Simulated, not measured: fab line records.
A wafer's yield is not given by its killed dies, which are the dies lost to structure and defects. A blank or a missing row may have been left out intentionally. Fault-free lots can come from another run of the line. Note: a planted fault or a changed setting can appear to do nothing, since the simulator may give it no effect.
The tool behind it: which one? -- flow n5-finfet -- 24 wafers from 8 lots sampled at 6 of the route's 1938 steps

== WHAT EACH GAUGE READ, for each wafer ==
N5_FIN_SAQP_CD_MEAS_27: target cd 20 nm.
lot,measured,on,cd-nm (nm)
L559,day 2 01:44,cd-sem-02,20.30 20.02 20.18
L561,day 2 12:56,cd-sem-02,20.41 20.53 20.31
L563,day 3 02:00,cd-sem-02,20.26 20.34 20.39
L565,day 3 14:02,cd-sem-01,20.39 19.95 20.38
L575,day 6 00:02,cd-sem-01,16.11 16.17 16.03
L576,day 6 05:52,cd-sem-03,16.20 16.15 16.06
L580,day 7 06:48,cd-sem-01,20.47 20.20 20.33
L582,day 7 20:22,cd-sem-01,20.26 20.20 20.11

N5_BEOL_M4_RC_MEAS_101.
lot,measured,on,DIBL_N (mV/V),DIBL_P (mV/V),IOFF_N (nA/um),IOFF_P (nA/um),ION_N (uA/um),ION_P (uA/um),SS_N (mV/dec),SS_P (mV/dec),VT_N (mV),VT_P (mV)
L559,day 7 18:44,prober-02,37.2 35.0 35.2,39.2 38.2 36.6,0.199 0.160 0.161,0.27 0.24 0.22,681 672 684,469 465 467,72.2 71.1 71.0,74.2 73.9 73.7,247 248 248,-244 -246 -247
L561,day 8 11:07,prober-01,38.6 34.7 34.8,38.5 32.9 34.2,0.217 0.139 0.144,0.30 0.21 0.22,674 671 673,468 463 460,72.4 71.0 71.6,74.4 72.9 73.5,248 251 251,-244 -249 -248
L563,day 8 23:14,prober-01,35.8 36.4 36.6,36.2 37.6 37.3,0.162 0.186 0.188,0.18 0.19 0.19,676 688 673,452 469 453,71.3 71.3 72.3,73.1 73.7 73.8,253 246 251,-258 -252 -253
L565,day 9 08:35,prober-02,35.7 35.7 35.1,36.7 36.7 36.3,0.162 0.163 0.152,0.23 0.23 0.22,680 678 678,468 467 467,71.3 71.4 71.0,72.6 72.1 73.0,247 247 249,-247 -248 -247
L580,day 12 22:13,prober-02,35.3 37.8 35.5,35.0 38.1 35.2,0.137 0.182 0.137,0.18 0.22 0.18,679 689 678,464 468 466,70.7 71.5 71.0,72.9 73.6 73.5,254 249 250,-252 -249 -253
L582,day 14 06:29,prober-02,34.8 33.8 35.4,33.5 32.4 34.7,0.121 0.104 0.132,0.19 0.17 0.20,674 653 668,459 457 467,70.5 70.8 71.3,73.0 72.3 73.0,254 259 252,-252 -253 -249

== TOOL THAT RAN EACH LOT (tool first, then ch and the chambers of the sampled wafers, then the start) ==
lot,N5_FIN_SAQP_ETCH_51,N5_FIN_SAQP_SPACER1_ALD_24,N5_FIN_SAQP_ETCH_65,N5_FIN_SAQP_STRIP_70
L559,"rie-diel-01 ch 1,2, day 1 23:31","ald-sin-04 ch 1,2,3, day 2 00:49","rie-si-06 ch 1,3, day 2 02:01","rie-diel-05 ch 0,2, day 2 02:46"
L561,"rie-diel-05 ch 0,2,3, day 2 10:57","ald-sin-01 ch 0,1,3, day 2 12:01","rie-si-06 ch 0,2,3, day 2 13:05","rie-diel-05 ch 0,2,3, day 2 13:45"
L563,"rie-diel-05 ch 1,2,3, day 2 23:55","ald-sin-04 ch 0,3, day 3 01:02","rie-si-05 ch 2,3, day 3 02:20","rie-diel-06 ch 0,2,3, day 3 03:00"
L565,"rie-diel-05 ch 1,2,3, day 3 11:51","ald-sin-03 ch 2,3, day 3 12:54","rie-si-06 ch 0,1, day 3 14:11","rie-diel-01 ch 0,1, day 3 15:05"
L575,"rie-diel-06 ch 1,2,3, day 5 22:04","ald-sin-04 ch 0,2,3, day 5 23:08","rie-si-06 ch 1,2,3, day 6 00:12","rie-diel-06 ch 1,2,3, day 6 01:04"
L576,"rie-diel-06 ch 1,2,3, day 6 03:51","ald-sin-04 ch 0,2,3, day 6 04:55","rie-si-01 ch 0,3, day 6 06:04","rie-diel-06 ch 1,2, day 6 06:44"
L580,"rie-diel-06 ch 0,2,3, day 7 03:52","ald-sin-01 ch 0,1, day 7 05:53","rie-si-06 ch 0,1,3, day 7 06:57","rie-diel-06 ch 2,3, day 7 07:48"
L582,"rie-diel-01 ch 1,2,3, day 7 17:35","ald-sin-01 ch 0,3, day 7 19:27","rie-si-06 ch 2,3, day 7 20:32","rie-diel-06 ch 0,1,3, day 7 21:11"
- N5_FIN_SAQP_ETCH_51: etches SiARC in CF4, target depth 45.5 nm, time 75.8 s.
- N5_FIN_SAQP_SPACER1_ALD_24: deposits SiO2, target thk 20.3 nm, pulse time 1 s, purge time 2 s.
- N5_FIN_SAQP_ETCH_65: etches SiO2 in CF4, target depth 4 nm, time 4.4 s.
- N5_FIN_SAQP_STRIP_70: strips in N2/H2.

== AS READ BY THE TOOLS THEMSELVES (means over the sampled wafers that have a number; for cases with no such wafer, the mark the record gives instead) ==
N5_FIN_SAQP_ETCH_51.
lot,tool,drypump-motor-current-A (A),etch-rf-on-time-s (s),mfc-ar-sccm (sccm),oes-product-au (a.u.),rf-vpp-V (V),showerhead-plenum-p-Torr (Torr),throttle-valve-pct (%)
L559,rie-diel-01,5.4,75.6,100.4,0.69,184.0,2.11,15.46
L561,rie-diel-05,5.4,75.7,99.9,0.67,183.6,2.08,15.75
L563,rie-diel-05,5.6,74.8,100.1,0.67,183.9,2.11,15.75
L565,rie-diel-05,5.6,74.8,100.1,0.67,183.4,2.11,15.75
L575,rie-diel-06,5.9,75.2,100.3,0.67,184.8,2.20,15.83
L576,rie-diel-06,5.9,75.6,99.9,0.66,184.8,2.20,15.82
L580,rie-diel-06,5.4,75.4,99.8,0.65,185.2,2.20,15.86
L582,rie-diel-01,5.4,75.6,100.1,0.65,183.4,2.09,15.47

N5_FIN_SAQP_SPACER1_ALD_24.
lot,tool,chamber-pressure-Torr (Torr),heater-power-w (W),precursor-pulse-height-rel
L559,ald-sin-04,2.002,484,1.006
L561,ald-sin-01,1.999,462,1.005
L563,ald-sin-04,2.005,513,1.006
L565,ald-sin-03,2.005,523,1.001
L575,ald-sin-04,2.002,508,1.008
L576,ald-sin-04,2.006,511,0.976
L580,ald-sin-01,1.998,508,0.981
L582,ald-sin-01,2.003,422,1.001

N5_FIN_SAQP_ETCH_65.
lot,tool,drypump-motor-current-A (A),oes-product-au (a.u.),throttle-valve-pct (%)
L559,rie-si-06,5.4,0.986,21.63
L561,rie-si-06,5.4,0.998,21.69
L563,rie-si-05,6.1,1.016,21.66
L565,rie-si-06,5.5,1.006,21.69
L575,rie-si-06,5.5,0.998,21.75
L576,rie-si-01,5.8,0.999,21.78
L580,rie-si-06,5.4,0.995,21.65
L582,rie-si-06,5.4,0.994,21.70

N5_FIN_SAQP_STRIP_70.
lot,tool,drypump-motor-current-A (A),oes-product-au (a.u.),rf-vpp-V (V),showerhead-plenum-p-Torr (Torr),throttle-valve-pct (%)
L559,rie-diel-05,5.6,0.79,122.3,3.30,18.96
L561,rie-diel-05,5.4,0.79,121.2,3.26,18.87
L563,rie-diel-06,5.4,0.78,122.1,3.46,18.87
L565,rie-diel-01,6.0,0.72,120.8,3.34,19.18
L575,rie-diel-06,5.9,0.77,122.7,3.45,19.06
L576,rie-diel-06,6.0,0.78,122.0,3.42,19.02
L580,rie-diel-06,5.7,0.70,121.4,3.41,19.07
L582,rie-diel-06,5.6,0.80,122.9,3.51,18.99

== THE ANSWER, worked out from the rows above alone ==
Rule: what is usual is taken from the lots themselves. Put in order of their means at a reading, lots are off if they are a third of the lots or fewer, leave a main group of 4 or more, and stand apart from it by a gap of 3 or more times the standard deviation of the main group's means; of several such gaps the widest counts. If all means in a main group match to the digits the tables above print for the reading, that group is not used. A lot without any number at a reading at which 4 lots or more have one is off too. Any other lot the step has rows for is counted as sound. The gauges are gone through in route order, then the tools' own readings, and for those a lot's mean is taken as printed above. The first step at which some lot is off is used, and at that step the reading that is off furthest; a lot without a number counts as furthest.
Off: L575, L576 (N5_FIN_SAQP_CD_MEAS_27, cd-nm). Mean 20.28 nm and standard deviation 0.088 in the main group.
If a tool, at a process step before that reading, ran all the lots that are off and no sound lot after the first of them, it fits. Not tried: the gauges at N5_FIN_SAQP_CD_MEAS_27; whatever is off there is also off at N5_FIN_SAQP_ETCH_51, on other tools, and gauge error can't account for it. One fits: N5_FIN_SAQP_SPACER1_ALD_24 on ald-sin-04. A fault onset in the window from L563 (day 3 01:02, its last sound lot) to L575 (day 5 23:08, its first lot off) fits.

== WHAT THE SIMULATOR HAD PUT IN ==
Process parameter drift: ald-sin-04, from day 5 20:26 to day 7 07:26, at N5_FIN_SAQP_SPACER1_ALD_24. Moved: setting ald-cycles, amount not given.
Lots struck among those shown: L575, L576. This agrees with what the rule above found.
